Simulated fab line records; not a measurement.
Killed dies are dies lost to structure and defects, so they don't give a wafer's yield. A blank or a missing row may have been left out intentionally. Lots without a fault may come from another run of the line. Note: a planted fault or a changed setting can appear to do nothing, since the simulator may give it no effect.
Which tool was responsible? / flow nand harc / 12 lots with 35 wafers sampled at 6 steps, on a route of 1159 steps

## WHAT THE GAUGES READ, wafer by wafer
NHARC_P_BONDPAD_THK_MEAS_33: measures by ellipsometry. Usual: 200.0 nm for thk nm, sd 1.4.
lot=L455; measured=day 6 17:56; on=film metro-01; thk nm (nm)=199.5 199.2 199.8; flag=
lot=L454; measured=day 6 19:38; on=film metro-02; thk nm (nm)=197.9 201.0 201.9; flag=
lot=L456; measured=day 7 04:57; on=film metro-02; thk nm (nm)=200.9 142.8 142.5; flag=OFF
lot=L459; measured=day 7 15:24; on=film metro-01; thk nm (nm)=201.4 135.8; flag=OFF
lot=L469; measured=day 10 14:37; on=film metro-02; thk nm (nm)=199.4 199.9 201.6; flag=
lot=L471; measured=day 10 15:18; on=film metro-02; thk nm (nm)=199.3 201.0 198.8; flag=
lot=L470; measured=day 10 15:40; on=film metro-01; thk nm (nm)=201.0 198.7 198.6; flag=
lot=L473; measured=day 10 23:17; on=film metro-02; thk nm (nm)=201.7 197.1 199.8; flag=
lot=L474; measured=day 11 06:29; on=film metro-01; thk nm (nm)=198.8 200.0 197.2; flag=
lot=L475; measured=day 11 11:17; on=film metro-02; thk nm (nm)=201.0 201.4 202.1; flag=
lot=L476; measured=day 11 21:15; on=film metro-02; thk nm (nm)=201.4 200.1 200.5; flag=
lot=L477; measured=day 12 01:11; on=film metro-01; thk nm (nm)=200.0 199.0 199.9; flag=

NHARC_END_SORT_01. Usual: defect limited yield 95.7 %, standard deviation 1.5; killed at array 25, standard deviation 9.8; killed at other 0.8, standard deviation 1.1; killed at periphery 3.3, standard deviation 2.1; killed dies 29, standard deviation 10; killed open 3.3, standard deviation 1.8; killed short 1.9, standard deviation 1.4; sort_bin_2_pct 1.3 %, standard deviation 0.6; sort_bin_3_pct 0.25 %, standard deviation 0.23; sort_bin_4_pct 2.8 %, standard deviation 0.97; sort n pass 648, standard deviation 10; sort rim yield pct 95 %, standard deviation 3.2; sort yield pct 95.7 %, standard deviation 1.5.
lot=L455; measured=day 20 10:17; on=prober-02; defect limited yield (%)=97.9 97.8 98.8; killed at array=11 11 7; killed at other=1 2 0; killed at periphery=2 2 1; killed dies=14 15 8; killed open=3 1 3; killed short=2 4 1; sort_bin_2_pct (%)=0.9 0.7 0.3; sort_bin_3_pct (%)=0 0 0; sort_bin_4_pct (%)=1.2 1.5 0.9; sort n pass=663 662 669; sort rim yield pct (%)=98 97 99; sort yield pct (%)=97.9 97.8 98.8; flag=
lot=L454; measured=day 20 03:16; on=prober-02; defect limited yield (%)=96.8 96.9 96.9; killed at array=19 20 19; killed at other=1 0 0; killed at periphery=2 1 2; killed dies=22 21 21; killed open=1 2 2; killed short=3 1 1; sort_bin_2_pct (%)=0.4 0.9 0.9; sort_bin_3_pct (%)=0.30 0 0.15; sort_bin_4_pct (%)=2.5 2.2 2.1; sort n pass=655 656 656; sort rim yield pct (%)=94 95 98; sort yield pct (%)=96.8 96.9 96.9; flag=
lot=L456; measured=day 20 16:31; on=prober-02; defect limited yield (%)=96.0 96.9 95.6; killed at array=23 19 26; killed at other=0 0 0; killed at periphery=4 2 4; killed dies=27 21 30; killed open=3 4 7; killed short=3 1 3; sort_bin_2_pct (%)=1.3 1.0 1.0; sort_bin_3_pct (%)=0.15 0.30 0; sort_bin_4_pct (%)=2.5 1.8 3.4; sort n pass=650 656 647; sort rim yield pct (%)=94 97 92; sort yield pct (%)=96.0 96.9 95.6; flag=
lot=L459; measured=day 20 21:19; on=prober-01; defect limited yield (%)=94.1 95.0; killed at array=31 25; killed at other=2 4; killed at periphery=7 5; killed dies=40 34; killed open=5 2; killed short=2 2; sort_bin_2_pct (%)=2.2 1.6; sort_bin_3_pct (%)=0 0.15; sort_bin_4_pct (%)=3.7 3.2; sort n pass=637 643; sort rim yield pct (%)=92 93; sort yield pct (%)=94.1 95.0; flag=
lot=L469; measured=day 24 19:32; on=prober-01; defect limited yield (%)=96.9 95.3 95.6; killed at array=19 28 26; killed at other=2 1 0; killed at periphery=0 3 4; killed dies=21 32 30; killed open=2 1 5; killed short=3 3 4; sort_bin_2_pct (%)=0.9 1.5 1.5; sort_bin_3_pct (%)=0.15 0.30 0.30; sort_bin_4_pct (%)=2.1 3.0 2.7; sort n pass=656 645 647; sort rim yield pct (%)=93 94 92; sort yield pct (%)=96.9 95.3 95.6; flag=
lot=L471; measured=day 24 12:32; on=prober-01; defect limited yield (%)=96.5 97.0 96.8; killed at array=17 19 18; killed at other=2 1 1; killed at periphery=5 0 3; killed dies=24 20 22; killed open=5 2 4; killed short=1 2 1; sort_bin_2_pct (%)=0.3 0.4 1.2; sort_bin_3_pct (%)=0.44 0 0.15; sort_bin_4_pct (%)=2.8 2.5 1.9; sort n pass=653 657 655; sort rim yield pct (%)=97 97 98; sort yield pct (%)=96.5 97.0 96.8; flag=
lot=L470; measured=day 23 21:04; on=prober-02; defect limited yield (%)=93.1 93.5 94.5; killed at array=40 39 36; killed at other=0 0 0; killed at periphery=7 5 1; killed dies=47 44 37; killed open=3 3 3; killed short=4 4 1; sort_bin_2_pct (%)=2.4 2.4 2.2; sort_bin_3_pct (%)=0.15 0.44 0.30; sort_bin_4_pct (%)=4.4 3.7 3.0; sort n pass=630 633 640; sort rim yield pct (%)=87 86 94; sort yield pct (%)=93.1 93.5 94.5; flag=
lot=L473; measured=day 24 03:57; on=prober-01; defect limited yield (%)=96.8 96.6 96.8; killed at array=17 18 16; killed at other=0 1 0; killed at periphery=5 4 6; killed dies=22 23 22; killed open=4 3 6; killed short=0 0 2; sort_bin_2_pct (%)=0.9 1.0 0.4; sort_bin_3_pct (%)=0.15 0.30 0.15; sort_bin_4_pct (%)=2.2 2.1 2.7; sort n pass=655 654 655; sort rim yield pct (%)=94 94 94; sort yield pct (%)=96.8 96.6 96.8; flag=
lot=L474; measured=day 24 21:03; on=prober-02; defect limited yield (%)=93.1 92.9 93.9; killed at array=41 39 35; killed at other=0 0 0; killed at periphery=6 9 6; killed dies=47 48 41; killed open=3 4 3; killed short=2 1 0; sort_bin_2_pct (%)=2.2 2.5 1.8; sort_bin_3_pct (%)=1.18 0.30 0.44; sort_bin_4_pct (%)=3.5 4.3 3.8; sort n pass=630 629 636; sort rim yield pct (%)=90 93 84; sort yield pct (%)=93.1 92.9 93.9; flag=
lot=L475; measured=day 24 04:49; on=prober-02; defect limited yield (%)=94.8 96.3 96.0; killed at array=29 23 23; killed at other=0 0 2; killed at periphery=6 2 2; killed dies=35 25 27; killed open=4 1 2; killed short=2 3 0; sort_bin_2_pct (%)=1.2 1.0 1.0; sort_bin_3_pct (%)=0.44 0.74 0.15; sort_bin_4_pct (%)=3.5 1.9 2.8; sort n pass=642 652 650; sort rim yield pct (%)=90 93 98; sort yield pct (%)=94.8 96.3 96.0; flag=
lot=L476; measured=day 25 05:35; on=prober-02; defect limited yield (%)=96.8 95.0 95.0; killed at array=22 31 33; killed at other=0 0 0; killed at periphery=0 3 1; killed dies=22 34 34; killed open=1 5 2; killed short=1 2 2; sort_bin_2_pct (%)=0.9 1.6 1.5; sort_bin_3_pct (%)=0.15 0.74 0.30; sort_bin_4_pct (%)=2.2 2.7 3.2; sort n pass=655 643 643; sort rim yield pct (%)=92 93 96; sort yield pct (%)=96.8 95.0 95.0; flag=
lot=L477; measured=day 25 11:10; on=prober-01; defect limited yield (%)=96.3 98.2 96.3; killed at array=23 12 23; killed at other=0 0 0; killed at periphery=2 0 2; killed dies=25 12 25; killed open=2 0 3; killed short=1 0 3; sort_bin_2_pct (%)=1.5 0.4 1.2; sort_bin_3_pct (%)=0.30 0 0.30; sort_bin_4_pct (%)=1.9 1.3 2.2; sort n pass=652 665 652; sort rim yield pct (%)=93 98 96; sort yield pct (%)=96.3 98.2 96.3; flag=

## EACH LOT AND THE TOOL THAT RAN IT (in order: tool; ch and the chambers of the sampled wafers; start)
lot=L455; NHARC_P_M2_DESCUM_14=rie diel-03 ch 1,2,3, day 6 14:08; NHARC_P_M2_DEGAS_29=pvd sputter-03, day 6 15:10; NHARC_P_M2_PRE_CLEAN_32=pecvd-03 ch 0,1,2, day 6 16:50; NHARC_P_BONDPAD_DEP_00=pecvd-03 ch 0,2, day 6 17:22
lot=L454; NHARC_P_M2_DESCUM_14=rie diel-03 ch 2,3, day 6 15:51; NHARC_P_M2_DEGAS_29=pvd sputter-02, day 6 16:52; NHARC_P_M2_PRE_CLEAN_32=pecvd-04 ch 0,1,2, day 6 18:31; NHARC_P_BONDPAD_DEP_00=pecvd-02 ch 0,1,2, day 6 19:07
lot=L456; NHARC_P_M2_DESCUM_14=rie diel-06 ch 1,2,3, day 7 00:56; NHARC_P_M2_DEGAS_29=pvd sputter-01, day 7 02:07; NHARC_P_M2_PRE_CLEAN_32=pecvd-04 ch 0,2, day 7 03:49; NHARC_P_BONDPAD_DEP_00=pecvd-03 ch 0,1, day 7 04:20
lot=L459; NHARC_P_M2_DESCUM_14=rie diel-03 ch 0,1, day 7 11:26; NHARC_P_M2_DEGAS_29=pvd sputter-03, day 7 12:35; NHARC_P_M2_PRE_CLEAN_32=pecvd-03 ch 1,2, day 7 14:17; NHARC_P_BONDPAD_DEP_00=pecvd-03 ch 0, day 7 14:47
lot=L469; NHARC_P_M2_DESCUM_14=rie diel-06 ch 0,1, day 10 10:48; NHARC_P_M2_DEGAS_29=pvd sputter-02, day 10 11:50; NHARC_P_M2_PRE_CLEAN_32=pecvd-03 ch 0,1,2, day 10 13:28; NHARC_P_BONDPAD_DEP_00=pecvd-02 ch 0,1,2, day 10 14:01
lot=L471; NHARC_P_M2_DESCUM_14=rie diel-04 ch 0,1,3, day 10 11:21; NHARC_P_M2_DEGAS_29=pvd sputter-01, day 10 12:22; NHARC_P_M2_PRE_CLEAN_32=pecvd-03 ch 0,1,2, day 10 14:02; NHARC_P_BONDPAD_DEP_00=pecvd-04 ch 0,1, day 10 14:34
lot=L470; NHARC_P_M2_DESCUM_14=rie diel-04 ch 2,3, day 10 11:48; NHARC_P_M2_DEGAS_29=pvd sputter-01, day 10 12:50; NHARC_P_M2_PRE_CLEAN_32=pecvd-02 ch 0,1,2, day 10 14:30; NHARC_P_BONDPAD_DEP_00=pecvd-03 ch 0,1, day 10 15:01
lot=L473; NHARC_P_M2_DESCUM_14=rie diel-03 ch 0,1,2, day 10 19:14; NHARC_P_M2_DEGAS_29=pvd sputter-01, day 10 20:19; NHARC_P_M2_PRE_CLEAN_32=pecvd-02 ch 0,1,2, day 10 21:56; NHARC_P_BONDPAD_DEP_00=pecvd-03 ch 1,2, day 10 22:25
lot=L474; NHARC_P_M2_DESCUM_14=rie diel-04 ch 1,2,3, day 11 02:40; NHARC_P_M2_DEGAS_29=pvd sputter-02, day 11 03:43; NHARC_P_M2_PRE_CLEAN_32=pecvd-04 ch 0,1,2, day 11 05:20; NHARC_P_BONDPAD_DEP_00=pecvd-02 ch 0,1,2, day 11 05:52
lot=L475; NHARC_P_M2_DESCUM_14=rie diel-03 ch 1,2,3, day 11 07:19; NHARC_P_M2_DEGAS_29=pvd sputter-01, day 11 08:20; NHARC_P_M2_PRE_CLEAN_32=pecvd-03 ch 1,2, day 11 10:10; NHARC_P_BONDPAD_DEP_00=pecvd-03 ch 0,2, day 11 10:43
lot=L476; NHARC_P_M2_DESCUM_14=rie diel-06 ch 0,1, day 11 17:26; NHARC_P_M2_DEGAS_29=pvd sputter-03, day 11 18:28; NHARC_P_M2_PRE_CLEAN_32=pecvd-04 ch 0,1,2, day 11 20:06; NHARC_P_BONDPAD_DEP_00=pecvd-03 ch 0,1,2, day 11 20:35
lot=L477; NHARC_P_M2_DESCUM_14=rie diel-03 ch 0,1,3, day 11 21:10; NHARC_P_M2_DEGAS_29=pvd sputter-01, day 11 22:16; NHARC_P_M2_PRE_CLEAN_32=pecvd-02 ch 0,1,2, day 12 00:01; NHARC_P_BONDPAD_DEP_00=pecvd-02 ch 0,1, day 12 00:31
- NHARC_P_M2_DESCUM_14: chemistry O2, time 3 s.
- NHARC_P_M2_DEGAS_29: time 60 s.
- NHARC_P_M2_PRE_CLEAN_32: time 12 s.
- NHARC_P_BONDPAD_DEP_00: deposits SiCN, target thk 250 nm.

## AS READ BY THE TOOLS THEMSELVES (means over the sampled wafers that have a number; for cases with no such wafer, the mark the record gives instead)
NHARC_P_M2_DESCUM_14. Usual: drypump motor current A 5.6 A, standard deviation 0.5; oes product au 1.003 a.u., standard deviation 0.0072; rf vpp V 57.9 V, standard deviation 0.91; showerhead plenum p Torr 1.92 Torr, standard deviation 0.068; throttle valve pct 11.310 %, standard deviation 0.0088.
lot=L455; tool=rie diel-03; drypump motor current A (A)=5.7; oes product au (a.u.)=0.996; rf vpp V (V)=59.3; showerhead plenum p Torr (Torr)=2.01; throttle valve pct (%)=11.313; flag=
lot=L454; tool=rie diel-03; drypump motor current A (A)=6.1; oes product au (a.u.)=0.997; rf vpp V (V)=58.2; showerhead plenum p Torr (Torr)=1.99; throttle valve pct (%)=11.297; flag=
lot=L456; tool=rie diel-06; drypump motor current A (A)=5.8; oes product au (a.u.)=1.004; rf vpp V (V)=58.1; showerhead plenum p Torr (Torr)=1.89; throttle valve pct (%)=11.314; flag=
lot=L459; tool=rie diel-03; drypump motor current A (A)=5.5; oes product au (a.u.)=0.998; rf vpp V (V)=57.9; showerhead plenum p Torr (Torr)=1.93; throttle valve pct (%)=11.303; flag=
lot=L469; tool=rie diel-06; drypump motor current A (A)=5.1; oes product au (a.u.)=0.999; rf vpp V (V)=57.3; showerhead plenum p Torr (Torr)=1.88; throttle valve pct (%)=11.308; flag=
lot=L471; tool=rie diel-04; drypump motor current A (A)=5.7; oes product au (a.u.)=0.997; rf vpp V (V)=58.5; showerhead plenum p Torr (Torr)=1.94; throttle valve pct (%)=11.316; flag=
lot=L470; tool=rie diel-04; drypump motor current A (A)=6.0; oes product au (a.u.)=0.999; rf vpp V (V)=57.8; showerhead plenum p Torr (Torr)=1.92; throttle valve pct (%)=11.309; flag=
lot=L473; tool=rie diel-03; drypump motor current A (A)=5.5; oes product au (a.u.)=1.001; rf vpp V (V)=57.9; showerhead plenum p Torr (Torr)=1.95; throttle valve pct (%)=11.305; flag=
lot=L474; tool=rie diel-04; drypump motor current A (A)=5.6; oes product au (a.u.)=1.001; rf vpp V (V)=57.4; showerhead plenum p Torr (Torr)=1.90; throttle valve pct (%)=11.309; flag=
lot=L475; tool=rie diel-03; drypump motor current A (A)=5.8; oes product au (a.u.)=0.992; rf vpp V (V)=57.5; showerhead plenum p Torr (Torr)=2.01; throttle valve pct (%)=11.308; flag=
lot=L476; tool=rie diel-06; drypump motor current A (A)=5.5; oes product au (a.u.)=1.009; rf vpp V (V)=58.4; showerhead plenum p Torr (Torr)=1.85; throttle valve pct (%)=11.312; flag=
lot=L477; tool=rie diel-03; drypump motor current A (A)=5.8; oes product au (a.u.)=0.996; rf vpp V (V)=57.7; showerhead plenum p Torr (Torr)=1.95; throttle valve pct (%)=11.309; flag=

NHARC_P_M2_DEGAS_29. Usual: 335 W for heater power w, sd 44.
lot=L455; tool=pvd sputter-03; heater power w (W)=327; flag=
lot=L454; tool=pvd sputter-02; heater power w (W)=373; flag=
lot=L456; tool=pvd sputter-01; heater power w (W)=329; flag=
lot=L459; tool=pvd sputter-03; heater power w (W)=332; flag=
lot=L469; tool=pvd sputter-02; heater power w (W)=351; flag=
lot=L471; tool=pvd sputter-01; heater power w (W)=279; flag=
lot=L470; tool=pvd sputter-01; heater power w (W)=282; flag=
lot=L473; tool=pvd sputter-01; heater power w (W)=340; flag=
lot=L474; tool=pvd sputter-02; heater power w (W)=376; flag=
lot=L475; tool=pvd sputter-01; heater power w (W)=337; flag=
lot=L476; tool=pvd sputter-03; heater power w (W)=302; flag=
lot=L477; tool=pvd sputter-01; heater power w (W)=331; flag=

NHARC_P_M2_PRE_CLEAN_32. Usual: 636 W for heater power w, sd 53.
lot=L455; tool=pecvd-03; heater power w (W)=635; flag=
lot=L454; tool=pecvd-04; heater power w (W)=674; flag=
lot=L456; tool=pecvd-04; heater power w (W)=694; flag=
lot=L459; tool=pecvd-03; heater power w (W)=614; flag=
lot=L469; tool=pecvd-03; heater power w (W)=638; flag=
lot=L471; tool=pecvd-03; heater power w (W)=619; flag=
lot=L470; tool=pecvd-02; heater power w (W)=643; flag=
lot=L473; tool=pecvd-02; heater power w (W)=636; flag=
lot=L474; tool=pecvd-04; heater power w (W)=651; flag=
lot=L475; tool=pecvd-03; heater power w (W)=606; flag=
lot=L476; tool=pecvd-04; heater power w (W)=671; flag=
lot=L477; tool=pecvd-02; heater power w (W)=652; flag=

NHARC_P_BONDPAD_DEP_00. Usual: 582 W for heater power w, sd 58.
lot=L455; tool=pecvd-03; heater power w (W)=580; flag=
lot=L454; tool=pecvd-02; heater power w (W)=613; flag=
lot=L456; tool=pecvd-03; heater power w (W)=543; flag=
lot=L459; tool=pecvd-03; heater power w (W)=466; flag=
lot=L469; tool=pecvd-02; heater power w (W)=586; flag=
lot=L471; tool=pecvd-04; heater power w (W)=618; flag=
lot=L470; tool=pecvd-03; heater power w (W)=494; flag=
lot=L473; tool=pecvd-03; heater power w (W)=559; flag=
lot=L474; tool=pecvd-02; heater power w (W)=568; flag=
lot=L475; tool=pecvd-03; heater power w (W)=629; flag=
lot=L476; tool=pecvd-03; heater power w (W)=555; flag=
lot=L477; tool=pecvd-02; heater power w (W)=585; flag=

## THE ANSWER, worked out from the rows above alone
Rule: lot off if the mean of its wafers having a number is beyond 3 standard deviations from the usual mean. A lot without any number at a reading at which 4 lots or more have one is off too. Where the step has rows for the other lots, those lots are counted as sound. Order of review: gauges by route order, followed by the tools' own readings, for which a lot's mean as printed above is used. At the first step where some lot is off, the reading lying furthest off is the one used; lots without a number count as furthest.
Off at NHARC_P_BONDPAD_THK_MEAS_33 (thk nm): L456, L459.
A tool fits if, at a process step before that reading, it ran every lot that is off, and no sound lot after the first of them. The gauges at NHARC_P_BONDPAD_THK_MEAS_33 are tried like those tools. Of those tried, none fits.

## WHAT HAD BEEN PUT IN BY THE SIMULATOR
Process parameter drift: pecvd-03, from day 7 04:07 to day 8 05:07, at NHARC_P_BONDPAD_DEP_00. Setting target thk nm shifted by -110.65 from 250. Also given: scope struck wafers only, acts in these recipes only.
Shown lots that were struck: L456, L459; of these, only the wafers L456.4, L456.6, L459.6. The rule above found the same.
